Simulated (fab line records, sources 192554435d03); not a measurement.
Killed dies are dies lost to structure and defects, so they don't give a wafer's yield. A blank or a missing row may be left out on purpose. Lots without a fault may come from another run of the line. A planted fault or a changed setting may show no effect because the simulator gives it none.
fab line records | flow n5_finfet
record lots=10 wafers=30 last_day=18
route steps=1938 shown BEOL_M4@1092 BEOL_M5@1112
lots that met no fault: from a run of the same line without faults
start_h: hours from the record's first day to the start of the lot's first wafer shown | wait_h: hours since the lot's step before | " the same as in the row above | L1.1+2: a row that stands for several wafers | - no value, or no start given | * or withheld: withheld | < > ~ a bound
route shown NAME@n: a module of which the file shows steps, and the number in the route of the first | usual: mean/standard deviation of fault-free wafers | same: alike in all rows | chamber/n: place in a boat | sites: the reading at each site | _std_site: their standard deviation | _edge_site: outer sites' mean less inner sites' | radius_mm: how far each site lies from the wafer's centre | mask NAME#n: copy n | behind: the tool/chamber that last shaped the wafer | hold: why the lot was held/for how many hours/how that ended | device: the transistor (n, p or np) that didn't switch | end of line: the same wafers' tests at the end of the route | a step without rows: its recipe alone | killed: dies lost to structure and defects at the first sort, not the wafer's yield | map: a wafer's dies, x killed, . not, _ none there
set.NAME: the setting as run; set.NAME@STEP: as run at that earlier step | model.NAME: the simulator's own value behind a step, which no gauge read
steps of the route over a sample of lots; a table a step, a row a wafer
services: from which hour (start_h, from the record's first day; less than 0 if before it) a tool's chamber was out of use, for how many hours, and why
## steps
# step N5_BEOL_M4_SPUTTER_88
# recipe material=Cu target_thk_a=45 temp_c=-20 chamber_pressure_pa=0.07 power_w=withheld time_s=8.29
# usual chuck_sensor_temp_C=-16.1/0.44 throttle_valve_pct=29.4/1.2
# columns lot.wafer tool chamber start_h wait_h chuck_sensor_temp_C throttle_valve_pct
L149.1 pvd_sputter-03 - 179.64 0.1 -15.5 30.2
L149.4 " - " " -16.5 29.7
L149.5 " - " " -15.6 30.3
L151.1 pvd_sputter-01 - 211.98 0.1 -16.3 27.2
L151.2 " - " " -16.3 29.6
L151.5 " - " " -16.5 29.9
L153.2 pvd_sputter-02 - 212.31 0.1 -15.6 30.4
L153.3 " - " " -16.1 28.0
L153.5 " - " " -16.1 28.0
L154.1 pvd_sputter-02 - 214.25 0.1 -15.9 28.2
L154.3 " - " " -16.8 30.8
L154.6 " - " " -16.1 28.0
L156.1 pvd_sputter-02 - 216.13 0.1 -15.6 30.6
L156.2 " - " " -15.4 30.0
L156.6 " - " " -15.5 29.9
L159.3 pvd_sputter-01 - 244.90 0.1 -16.0 29.5
L159.4 " - " " -16.3 27.3
L159.5 " - " " -16.7 29.9
L168.2 pvd_sputter-02 - 291.24 0.1 -16.9 30.7
L168.3 " - " " -15.7 29.8
L168.6 " - " " -16.8 30.7
L166.1 pvd_sputter-01 - 294.76 0.1 -16.4 29.9
L166.3 " - " " -16.5 30.3
L166.5 " - " " -16.6 29.9
L167.1 pvd_sputter-01 - 300.41 0.1 -16.3 27.2
L167.4 " - " " -16.1 29.4
L167.5 " - " " -16.5 30.6
L170.3 pvd_sputter-03 - 307.48 0.1 -15.6 30.6
L170.5 " - " " -15.4 27.2
L170.6 " - " " -16.3 29.6
# step N5_BEOL_M4_ANNEAL_51
# recipe temp_c=225 time_s=90 ambient=N2
# usual wafer_temp_C_max=226.4/0.33
# columns lot.wafer tool chamber start_h wait_h wafer_temp_C_max
L149.1 rtp_anneal-02 0 180.71 0.1 226.6
L149.4 " 0 " " 226.4
L149.5 " 0 " " 226.7
L151.1 rtp_anneal-02 0 213.05 0.1 226.4
L151.2 " 0 " " 226.6
L151.5 " 0 " " 226.8
L153.2 rtp_anneal-01 0 213.43 0.1 226.2
L153.3 " 0 " " 226.7
L153.5 " 0 " " 226.3
L154.1 rtp_anneal-02 0 215.33 0.1 226.4
L154.3 " 0 " " 226.3
L154.6 " 0 " " 226.5
L156.1 rtp_anneal-02 0 217.21 0.1 226.7
L156.2 " 0 " " 226.3
L156.6 " 0 " " 226.8
L159.3 rtp_anneal-01 0 246.07 0.1 226.3
L159.4 " 0 " " 226.1
L159.5 " 0 " " 226.1
L168.2 rtp_anneal-02 0 292.36 0.1 225.7
L168.3 " 0 " " 226.9
L168.6 " 0 " " 225.8
L166.1 rtp_anneal-01 0 295.85 0.1 226.3
L166.3 " 0 " " 226.5
L166.5 " 0 " " 226.2
L167.1 rtp_anneal-01 0 301.49 0.1 226.3
L167.4 " 0 " " 226.4
L167.5 " 0 " " 226.1
L170.3 rtp_anneal-01 0 308.65 0.1 226.8
L170.5 " 0 " " 226.6
L170.6 " 0 " " 226.6
# step N5_BEOL_M4_CO_CAP_55
# recipe material=Co target_thk_a=20 temp_c=200 precursor=CCTBA/H2 pressure_torr=30 time_s=102.1
# usual heater_power_w=233/11 run_length_s=125.1/0.49
# columns lot.wafer tool chamber start_h wait_h heater_power_w run_length_s
L149.1 cvd_co-01 0 181.38 0.0 225 125.5
L149.4 " 2 " " 253 125.0
L149.5 " 1 " " 220 125.2
L151.1 cvd_co-02 2 213.72 0.0 244 124.6
L151.2 " 0 " " 232 124.3
L151.5 " 1 " " 234 125.4
L153.2 cvd_co-02 2 214.06 0.0 238 124.3
L153.3 " 0 " " 229 124.5
L153.5 " 0 " " 229 124.3
L154.1 cvd_co-02 0 215.99 0.0 230 124.4
L154.3 " 1 " " 230 125.1
L154.6 " 0 " " 232 124.5
L156.1 cvd_co-02 0 218.00 0.0 229 96.5
L156.2 " 2 " " 235 96.0
L156.6 " 0 " " 228 96.5
L159.3 cvd_co-02 2 246.65 0.0 244 96.1
L159.4 " 2 " " 237 96.1
L159.5 " 0 " " 231 96.0
L168.2 cvd_co-01 1 293.00 0.0 224 125.2
L168.3 " 2 " " 254 125.0
L168.6 " 1 " " 220 125.4
L166.1 cvd_co-01 0 296.51 0.0 224 124.9
L166.3 " 2 " " 256 124.9
L166.5 " 2 " " 252 125.4
L167.1 cvd_co-01 0 302.16 0.0 229 125.5
L167.4 " 1 " " 224 126.1
L167.5 " 0 " " 233 125.3
L170.3 cvd_co-02 2 309.23 0.0 237 124.0
L170.5 " 1 " " 237 125.5
L170.6 " 0 " " 228 124.3
# step N5_BEOL_M4_RC_MEAS_101
# usual DIBL_N=36.4/1.7 DIBL_P=36.4/2.1 IOFF_N=0.16/0.035 IOFF_P=0.21/0.035 ION_N=680/11 ION_P=465/6.8 SS_N=71.5/0.58 SS_P=73.2/0.72 VT_N=249/3.6 VT_P=-250/3.1
# columns lot.wafer tool chamber start_h wait_h DIBL_N[mV/V] DIBL_P[mV/V] IOFF_N[nA/um] IOFF_P[nA/um] ION_N[uA/um] ION_P[uA/um] SS_N[mV/dec] SS_P[mV/dec] VT_N[mV] VT_P[mV]
L149.1 prober-01 0 181.62 0.0 36.0 37.7 0.17 0.24 685 469 71.2 73.6 248 -250
L149.4 " 0 " " 35.2 36.5 0.16 0.22 686 471 71.3 73.5 249 -250
L149.5 " 0 " " 37.9 39.5 0.22 0.28 693 476 72.1 74.4 247 -246
L151.1 prober-02 0 213.96 0.0 35.7 37.8 0.17 0.19 678 457 71.7 73.8 250 -254
L151.2 " 0 " " 34.6 35.9 0.14 0.17 662 451 71.5 73.2 252 -256
L151.5 " 0 " " 36.0 37.8 0.18 0.20 680 459 71.9 74.4 247 -251
L153.2 prober-01 0 214.45 0.2 36.3 35.4 0.15 0.22 689 472 71.8 73.4 252 -248
L153.3 " 0 " " 34.1 33.1 0.13 0.19 670 466 71.3 72.8 252 -246
L153.5 " 0 " " 36.1 35.0 0.15 0.22 683 474 71.7 73.1 252 -246
L154.1 prober-02 0 216.23 0.0 36.7 38.2 0.19 0.24 682 472 72.0 74.0 244 -249
L154.3 " 0 " " 32.4 33.1 0.12 0.16 671 461 71.7 72.1 254 -253
L154.6 " 0 " " 36.7 37.7 0.19 0.23 682 465 71.5 73.9 246 -250
L156.1 prober-02 0 218.23 0.0 36.5 36.4 0.14 0.19 686 472 72.0 73.6 251 -252
L156.2 " 0 " " 38.0 39.3 0.19 0.24 693 474 71.2 73.5 249 -249
L156.6 " 0 " " 40.3 42.2 0.24 0.30 701 475 72.4 74.3 244 -245
L159.3 prober-01 0 247.19 0.3 35.3 34.5 0.14 0.18 679 463 71.1 72.3 250 -252
L159.4 " 0 " " 35.7 34.5 0.15 0.20 679 461 71.2 72.8 248 -249
L159.5 " 0 " " 36.4 34.9 0.16 0.20 678 459 71.6 73.1 247 -252
L168.2 prober-02 0 293.39 0.2 39.5 40.4 0.24 0.28 686 463 73.2 74.5 243 -247
L168.3 " 0 " " 37.7 37.7 0.19 0.23 702 471 71.0 73.2 243 -249
L168.6 " 0 " " 41.5 42.8 0.31 0.32 717 480 72.9 75.0 239 -245
L166.1 prober-01 0 296.75 0.0 36.3 34.1 0.15 0.21 680 469 71.4 73.1 249 -249
L166.3 " 0 " " 38.7 36.9 0.20 0.25 689 472 72.1 73.9 247 -248
L166.5 " 0 " " 38.8 36.5 0.21 0.24 686 465 71.3 73.6 247 -248
L167.1 prober-01 0 302.39 0.0 36.7 38.0 0.19 0.23 681 460 71.7 73.4 245 -249
L167.4 " 0 " " 35.4 35.9 0.17 0.19 684 460 71.5 73.1 246 -253
L167.5 " 0 " " 35.4 36.5 0.18 0.19 690 466 71.6 73.5 248 -254
L170.3 prober-01 0 309.77 0.3 36.0 36.2 0.16 0.23 678 470 71.7 72.8 248 -249
L170.5 " 0 " " 34.6 33.8 0.12 0.19 665 464 71.1 72.1 252 -251
L170.6 " 0 " " 38.6 39.1 0.21 0.28 692 469 72.3 74.4 247 -247
# step N5_BEOL_M5_ILD_DEP_00
# recipe material=SiCOH_lowk target_thk_a=1406.4 temp_c=300 precursor=DEMS/porogen pressure_torr=5 rf_w=500 time_s=25.9
# usual heater_power_w=318/58 showerhead_plenum_p_Torr=5.740/0.016 throttle_valve_pct=13.6/0.4
# columns lot.wafer tool chamber start_h wait_h heater_power_w showerhead_plenum_p_Torr throttle_valve_pct
L149.1 pecvd-04 0 182.58 0.8 322 5.750 13.6
L149.4 " 2 " " 348 5.731 14.0
L149.5 " 1 " " 307 5.747 13.1
L151.1 pecvd-03 1 214.93 0.8 420 5.742 13.4
L151.2 " 0 " " 283 5.766 14.1
L151.5 " 2 " " 301 5.705 13.3
L153.2 pecvd-01 1 215.27 0.7 397 5.751 13.9
L153.3 " 0 " " 236 5.724 14.0
L153.5 " 1 " " 406 5.746 13.6
L154.1 pecvd-01 1 217.19 0.8 409 5.758 13.7
L154.3 " 0 " " 267 5.743 14.0
L154.6 " 0 " " 274 5.739 14.0
L156.1 pecvd-01 0 219.20 0.8 243 5.743 14.0
L156.2 " 1 " " 413 5.763 13.6
L156.6 " 2 " " 297 5.702 13.5
L159.3 pecvd-04 0 247.84 0.5 403 5.754 13.4
L159.4 " 2 " " 340 5.715 12.7
L159.5 " 0 " " 406 5.740 13.6
L168.2 pecvd-04 2 294.20 0.7 343 5.710 13.1
L168.3 " 0 " " 364 5.737 13.9
L168.6 " 0 " " 364 5.744 13.7
L166.1 pecvd-01 0 297.71 0.8 229 5.728 14.1
L166.3 " 2 " " 288 5.716 13.9
L166.5 " 2 " " 290 5.727 13.6
L167.1 pecvd-03 2 303.35 0.8 252 5.724 13.4
L167.4 " 0 " " 255 5.754 13.9
L167.5 " 2 " " 256 5.728 13.0
L170.3 pecvd-03 2 310.43 0.5 257 5.725 13.4
L170.5 " 2 " " 266 5.725 13.5
L170.6 " 1 " " 370 5.734 13.4
## services
# columns tool chamber start_h hours kind
cvd_co-01 - 158.36 2.8 pm
pvd_sputter-03 - 160.23 10.0 repair
cvd_co-02 - 161.11 14.6 pm
pecvd-03 2 169.89 2.1 scheduled_down
pecvd-01 0 186.10 5.5 scheduled_down
pecvd-04 2 189.26 3.8 repair
pecvd-01 - 200.46 0.3 repair
pecvd-03 - 201.67 6.0 pm
pecvd-04 2 202.38 - clean
pecvd-04 2 202.38 - consumable_replace:showerhead
pecvd-04 2 202.38 29.0 scheduled_down
pecvd-04 2 202.38 29.0 vent_cycle
pecvd-01 2 232.52 6.1 repair
pvd_sputter-02 - 239.55 2.6 repair
cvd_co-02 2 257.04 21.8 repair
pecvd-01 - 261.97 1.2 repair
rtp_anneal-01 - 262.45 4.9 pm
pecvd-04 1 274.60 19.2 repair
pecvd-03 1 283.41 2.1 scheduled_down
cvd_co-02 - 301.86 6.9 pm
pvd_sputter-01 - 306.96 5.3 repair
## key
first_sign step=N5_BEOL_M4_CO_CAP_55 reading=run_length_s direction=down sigmas=59 usual=* struck=*
effect none on later readings
met_at N5_BEOL_M4_CO_CAP_55
struck_lots L156,L159
not_acting_at N5_BEOL_M4_SPUTTER_88,N5_BEOL_M4_ANNEAL_51,N5_BEOL_M5_ILD_DEP_00
onset_between 215.99 218.00
fault kind=process_parameter_drift tool=cvd_co-02 chamber=- onset_h=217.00 steps=N5_BEOL_M4_CO_CAP_55 channel=time_s offset=* shape=step end_h=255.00 acts_in=* stated=*
